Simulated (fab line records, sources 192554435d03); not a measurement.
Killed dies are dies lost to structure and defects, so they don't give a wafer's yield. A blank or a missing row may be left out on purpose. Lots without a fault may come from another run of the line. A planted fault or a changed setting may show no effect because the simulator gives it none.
Which tool did it? | flow n5_finfet | 24 lots, 72 wafers sampled, at 6 steps of a route of 1938

WHAT THE GAUGES READ, wafer by wafer
N5_BEOL_M11_INSPECT_30: inspects for defects (brightfield). Usual: raw_defect_count 419, standard deviation 100.
lot  | measured     | on                | raw_defect_count | flag
L074 | day 10 13:04 | defect_inspect-02 | 556 518 764      |
L075 | day 11 02:35 | defect_inspect-01 | 410 498 360      |
L078 | day 11 06:38 | defect_inspect-02 | 278 433 324      |
L077 | day 11 06:59 | defect_inspect-01 | 412 418 630      |
L076 | day 11 09:16 | defect_inspect-02 | 315 393 328      |
L079 | day 12 07:29 | defect_inspect-02 | 541 411 424      |
L080 | day 12 07:48 | defect_inspect-01 | 486 567 455      |
L081 | day 12 07:58 | defect_inspect-01 | 417 425 523      |
L082 | day 12 18:07 | defect_inspect-02 | 415 441 364      |
L084 | day 13 01:44 | defect_inspect-02 | 434 311 276      |
L083 | day 13 10:18 | defect_inspect-01 | 559 500 467      |
L085 | day 13 17:40 | defect_inspect-02 | 395 245 333      |
L088 | day 14 07:04 | defect_inspect-01 | 516 563 526      |
L086 | day 14 08:59 | defect_inspect-01 | 468 405 335      |
L089 | day 14 12:10 | defect_inspect-01 | 468 446 575      |
L087 | day 14 12:20 | defect_inspect-02 | 372 389 640      |
L090 | day 14 14:31 | defect_inspect-01 | 512 480 441      |
L092 | day 14 16:16 | defect_inspect-01 | 315 328 494      |
L091 | day 15 02:11 | defect_inspect-02 | 372 384 399      |
L093 | day 15 10:22 | defect_inspect-01 | 338 629 302      |
L094 | day 16 02:04 | defect_inspect-02 | 268 326 327      |
L095 | day 16 02:37 | defect_inspect-02 | 328 402 522      |
L097 | day 16 02:46 | defect_inspect-02 | 298 289 337      |
L096 | day 16 13:23 | defect_inspect-01 | 408 495 781      |

N5_BEOL_M12_OVL_MEAS_11. Usual: V11_OVL -3 nm, standard deviation 6.2.
lot  | measured     | on         | V11_OVL (nm) | flag
L074 | day 10 16:34 | overlay-02 | -3 1 10      |
L075 | day 11 06:31 | overlay-01 | 5 6 4        |
L078 | day 11 10:40 | overlay-01 | -10 -3 -6    |
L077 | day 11 11:07 | overlay-02 | -13 -18 -7   |
L076 | day 11 13:12 | overlay-01 | 5 -8 -7      |
L079 | day 12 11:26 | overlay-01 | -1 -4 0      |
L080 | day 12 11:52 | overlay-01 | -10 -12 -9   |
L081 | day 12 12:32 | overlay-02 | -3 4 -2      |
L082 | day 12 22:15 | overlay-01 | -7 -4 -5     |
L084 | day 13 06:19 | overlay-02 | -13 9 -6     |
L083 | day 13 14:19 | overlay-02 | 2 -1 6       |
L085 | day 13 21:30 | overlay-01 | -11 -12 -4   |
L088 | day 14 11:28 | overlay-01 | -3 0 5       |
L086 | day 14 14:15 | overlay-02 | 3 -3 -5      |
L089 | day 14 16:37 | overlay-02 | -2 -1 0      |
L087 | day 14 16:59 | overlay-02 | 11 0 -1      |
L090 | day 14 19:11 | overlay-01 | -9 1 -2      |
L092 | day 14 20:07 | overlay-01 | 8 -5 -2      |
L091 | day 15 06:13 | overlay-02 | -14 -3 -9    |
L093 | day 15 13:58 | overlay-02 | 5 -2 0       |
L094 | day 16 05:57 | overlay-01 | -13 -2 -4    |
L095 | day 16 06:44 | overlay-02 | -13 -13 0    |
L097 | day 16 06:57 | overlay-02 | 2 -2 -5      |
L096 | day 16 17:15 | overlay-02 | -6 -15 -10   |

N5_BEOL_M12_RS_MEAS_54: measures by four-point-probe. Usual: M12_RS 0.0601 ohm/sq, standard deviation 0.0009.
lot  | measured     | on            | M12_RS (ohm/sq)      | flag
L074 | day 10 23:23 | film_metro-02 | 0.0607 0.0611 0.0613 |
L075 | day 11 10:20 | film_metro-02 | 0.0604 0.0596 0.0604 |
L078 | day 11 17:38 | film_metro-02 | 0.0595 0.0600 0.0598 |
L077 | day 11 18:48 | film_metro-02 | 0.0602 0.0628 0.0603 |
L076 | day 11 19:29 | film_metro-02 | 0.0590 0.0605 0.0591 |
L079 | day 12 21:08 | film_metro-01 | 0.0612 0.0598 0.0613 |
L080 | day 12 20:10 | film_metro-02 | 0.0623 0.0622 0.0597 |
L081 | day 12 21:13 | film_metro-02 | 0.0594 0.0607 0.0623 |
L082 | day 13 02:13 | film_metro-02 | 0.0601 0.0597 0.0603 |
L084 | day 13 14:44 | film_metro-01 | 0.0589 0.0603 0.0602 |
L083 | day 13 17:34 | film_metro-02 | 0.0595 0.0611 0.0603 |
L085 | day 14 03:34 | film_metro-02 | 0.0607 0.0606 0.0600 |
L088 | day 14 16:03 | film_metro-02 | 0.0589 0.0582 0.0597 |
L086 | day 14 19:12 | film_metro-02 | 0.0597 0.0613 0.0593 |
L089 | day 14 22:17 | film_metro-01 | 0.0611 0.0601 0.0597 |
L087 | day 14 23:14 | film_metro-02 | 0.0597 0.0613 0.0596 |
L090 | day 15 01:13 | film_metro-01 | 0.0596 0.0611 0.0599 |
L092 | day 15 02:11 | film_metro-02 | 0.0608 0.0597 0.0599 |
L091 | day 15 13:12 | film_metro-02 | 0.0596 0.0596 0.0612 |
L093 | day 15 19:53 | film_metro-02 | 0.0591 0.0599 0.0590 |
L094 | day 16 12:22 | film_metro-02 | 0.0607 0.0600 0.0607 |
L095 | day 16 12:16 | film_metro-02 | 0.0593 0.0591 0.0599 |
L097 | day 16 15:41 | film_metro-01 | 0.0597 0.0590 0.0593 |
L096 | day 16 21:55 | film_metro-02 | 0.0601 0.0597 0.0595 |

N5_BEOL_M12_INSPECT_55: inspects for defects (darkfield). Usual: raw_defect_count 62, standard deviation 20.
lot  | measured     | on                | raw_defect_count | flag
L074 | day 10 23:25 | defect_inspect-02 | 85 65 47         |
L075 | day 11 10:22 | defect_inspect-02 | 33 39 36         |
L078 | day 11 17:40 | defect_inspect-02 | 45 69 49         |
L077 | day 11 18:49 | defect_inspect-02 | 48 60 65         |
L076 | day 11 19:31 | defect_inspect-02 | 52 37 78         |
L079 | day 12 21:10 | defect_inspect-02 | 61 37 43         |
L080 | day 12 20:11 | defect_inspect-02 | 54 40 60         |
L081 | day 12 21:15 | defect_inspect-01 | 67 57 67         |
L082 | day 13 02:14 | defect_inspect-02 | 26 58 70         |
L084 | day 13 14:45 | defect_inspect-02 | 87 89 98         |
L083 | day 13 17:36 | defect_inspect-01 | 75 104 57        |
L085 | day 14 03:36 | defect_inspect-01 | 61 126 136       |
L088 | day 14 16:04 | defect_inspect-02 | 63 69 104        |
L086 | day 14 19:14 | defect_inspect-02 | 37 58 69         |
L089 | day 14 22:19 | defect_inspect-02 | 43 56 47         |
L087 | day 14 23:16 | defect_inspect-01 | 70 58 47         |
L090 | day 15 01:14 | defect_inspect-01 | 58 54 51         |
L092 | day 15 02:13 | defect_inspect-02 | 36 42 59         |
L091 | day 15 13:13 | defect_inspect-02 | 32 68 61         |
L093 | day 15 19:54 | defect_inspect-02 | 83 69 75         |
L094 | day 16 12:24 | defect_inspect-02 | 44 66 55         |
L095 | day 16 12:17 | defect_inspect-01 | 60 82 71         |
L097 | day 16 15:43 | defect_inspect-01 | 97 74 108        |
L096 | day 16 21:57 | defect_inspect-02 | 74 54 70         |

WHICH TOOL RAN EACH LOT (tool, then ch and the chambers of the sampled wafers, then the start)
lot  | N5_BEOL_M12_ETCH_68                | N5_BEOL_M12_PRE_CLEAN_42
L074 | rie_diel-02 ch 0,2,3, day 10 17:42 | pvd_sputter-01, day 10 22:13
L075 | rie_diel-02 ch 0,1, day 11 07:49   | pvd_sputter-01, day 11 08:44
L078 | rie_diel-02 ch 1,2, day 11 12:31   | pvd_sputter-01, day 11 15:46
L077 | rie_diel-06 ch 1,2,3, day 11 12:37 | pvd_sputter-03, day 11 17:35
L076 | rie_diel-01 ch 0,1,3, day 11 14:28 | pvd_sputter-01, day 11 18:19
L079 | rie_diel-02 ch 0,1,2, day 12 12:41 | pvd_sputter-03, day 12 19:58
L080 | rie_diel-06 ch 0,3, day 12 13:09   | pvd_sputter-01, day 12 18:59
L081 | rie_diel-06 ch 1,2,3, day 12 13:49 | pvd_sputter-01, day 12 20:02
L082 | rie_diel-02 ch 0,2,3, day 12 23:23 | pvd_sputter-02, day 13 01:00
L084 | rie_diel-06 ch 0,2, day 13 07:32   | pvd_sputter-01, day 13 13:03
L083 | rie_diel-02 ch 0,2,3, day 13 15:32 | pvd_sputter-01, day 13 16:23
L085 | rie_diel-02 ch 0,2,3, day 13 22:42 | pvd_sputter-01, day 14 02:23
L088 | rie_diel-06 ch 0,2,3, day 14 13:02 | pvd_sputter-02, day 14 14:10
L086 | rie_diel-01 ch 0,1, day 14 15:30   | pvd_sputter-01, day 14 18:01
L089 | rie_diel-02 ch 2,3, day 14 17:53   | pvd_sputter-03, day 14 21:06
L087 | rie_diel-02 ch 1,2,3, day 14 18:25 | pvd_sputter-03, day 14 21:35
L090 | rie_diel-02 ch 1,2,3, day 14 20:37 | pvd_sputter-02, day 15 00:01
L092 | rie_diel-02 ch 0,1, day 14 21:16   | pvd_sputter-02, day 15 00:59
L091 | rie_diel-01 ch 1,2,3, day 15 07:23 | pvd_sputter-02, day 15 11:52
L093 | rie_diel-01 ch 2,3, day 15 15:32   | pvd_sputter-01, day 15 18:22
L094 | rie_diel-06 ch 0,1,2, day 16 07:34 | pvd_sputter-03, day 16 11:04
L095 | rie_diel-06 ch 0,2,3, day 16 08:14 | pvd_sputter-01, day 16 11:04
L097 | rie_diel-01 ch 0,2, day 16 08:38   | pvd_sputter-01, day 16 14:31
L096 | rie_diel-06 ch 0,1, day 16 18:23   | pvd_sputter-03, day 16 20:43
- N5_BEOL_M12_ETCH_68: etches SOC in N2/H2, time 285 s.
- N5_BEOL_M12_PRE_CLEAN_42: time 30 s.

WHAT THE TOOLS THEMSELVES READ (means of the sampled wafers that have a number; where no wafer has one, the mark that the record gives instead)
N5_BEOL_M12_ETCH_68. Usual: drypump_motor_current_A 5.9 A, standard deviation 0.36; oes_product_au 0.83 a.u., standard deviation 0.069; rf_vpp_V 524.3 V, standard deviation 2; showerhead_plenum_p_Torr 2.55 Torr, standard deviation 0.06; throttle_valve_pct 17.71 %, standard deviation 0.23.
lot  | tool        | drypump_motor_current_A (A) | oes_product_au (a.u.) | rf_vpp_V (V) | showerhead_plenum_p_Torr (Torr) | throttle_valve_pct (%) | flag
L074 | rie_diel-02 | 5.9                         | 0.85                  | 525.2        | 2.58                            | 17.46                  |
L075 | rie_diel-02 | 5.9                         | 0.78                  | 525.1        | 2.58                            | 17.71                  |
L078 | rie_diel-02 | 6.0                         | 0.80                  | 525.0        | 2.58                            | 17.54                  |
L077 | rie_diel-06 | 5.9                         | 0.79                  | 523.4        | 2.52                            | 17.93                  |
L076 | rie_diel-01 | 5.8                         | 0.85                  | 526.4        | 2.62                            | 17.74                  |
L079 | rie_diel-02 | 5.9                         | 0.79                  | 525.9        | 2.57                            | 17.63                  |
L080 | rie_diel-06 | 5.7                         | 0.72                  | 522.4        | 2.48                            | 18.12                  |
L081 | rie_diel-06 | 5.9                         | 0.78                  | 522.2        | 2.51                            | 17.94                  |
L082 | rie_diel-02 | 5.9                         | 0.83                  | 525.4        | 2.57                            | 17.49                  |
L084 | rie_diel-06 | 5.9                         | 0.83                  | 521.7        | 2.47                            | 17.89                  |
L083 | rie_diel-02 | 5.9                         | 0.82                  | 523.8        | 2.57                            | 17.50                  |
L085 | rie_diel-02 | 5.9                         | 0.81                  | 523.5        | 2.57                            | 17.50                  |
L088 | rie_diel-06 | 5.8                         | 0.88                  | 521.6        | 2.47                            | 17.87                  |
L086 | rie_diel-01 | 6.0                         | 0.81                  | 525.3        | 2.61                            | 17.77                  |
L089 | rie_diel-02 | 6.0                         | 0.82                  | 524.4        | 2.57                            | 17.43                  |
L087 | rie_diel-02 | 5.7                         | 0.87                  | 525.5        | 2.57                            | 17.52                  |
L090 | rie_diel-02 | 5.7                         | 0.87                  | 525.0        | 2.57                            | 17.51                  |
L092 | rie_diel-02 | 5.7                         | 0.91                  | 525.0        | 2.57                            | 17.64                  |
L091 | rie_diel-01 | 5.7                         | 0.86                  | 525.1        | 2.57                            | 17.67                  |
L093 | rie_diel-01 | 5.7                         | 0.88                  | 525.4        | 2.61                            | 17.61                  |
L094 | rie_diel-06 | 6.1                         | 0.80                  | 523.5        | 2.50                            | 17.96                  |
L095 | rie_diel-06 | 5.8                         | 0.85                  | 521.6        | 2.47                            | 17.89                  |
L097 | rie_diel-01 | 6.0                         | 0.86                  | 525.5        | 2.61                            | 17.60                  |
L096 | rie_diel-06 | 6.3                         | 0.81                  | 522.7        | 2.49                            | 18.05                  |

N5_BEOL_M12_PRE_CLEAN_42. Usual: heater_power_w 328 W, standard deviation 28.
lot  | tool           | heater_power_w (W) | flag
L074 | pvd_sputter-01 | 346                |
L075 | pvd_sputter-01 | 351                |
L078 | pvd_sputter-01 | 347                |
L077 | pvd_sputter-03 | 287                |
L076 | pvd_sputter-01 | 344                |
L079 | pvd_sputter-03 | 290                |
L080 | pvd_sputter-01 | 349                |
L081 | pvd_sputter-01 | 353                |
L082 | pvd_sputter-02 | 327                |
L084 | pvd_sputter-01 | 350                |
L083 | pvd_sputter-01 | 356                |
L085 | pvd_sputter-01 | 347                |
L088 | pvd_sputter-02 | 310                |
L086 | pvd_sputter-01 | 351                |
L089 | pvd_sputter-03 | 297                |
L087 | pvd_sputter-03 | 301                |
L090 | pvd_sputter-02 | 308                |
L092 | pvd_sputter-02 | 324                |
L091 | pvd_sputter-02 | 334                |
L093 | pvd_sputter-01 | 345                |
L094 | pvd_sputter-03 | 289                |
L095 | pvd_sputter-01 | 348                |
L097 | pvd_sputter-01 | 349                |
L096 | pvd_sputter-03 | 294                |

THE ANSWER, worked out from the rows above alone
Rule: a lot is off if the mean of its wafers that have a number lies more than 3 standard deviations from the usual mean. A lot without any number at a reading at which 4 lots or more have one is off too. The other lots that the step has rows for count as sound. The gauges are gone through in route order, then the tools' own readings, and for those a lot's mean is taken as printed above. The first step at which some lot is off is used, and at that step the reading that is off furthest; a lot without a number counts as furthest.
No lot is off at any reading shown: from this, nothing can be told.

WHAT THE SIMULATOR HAD PUT IN
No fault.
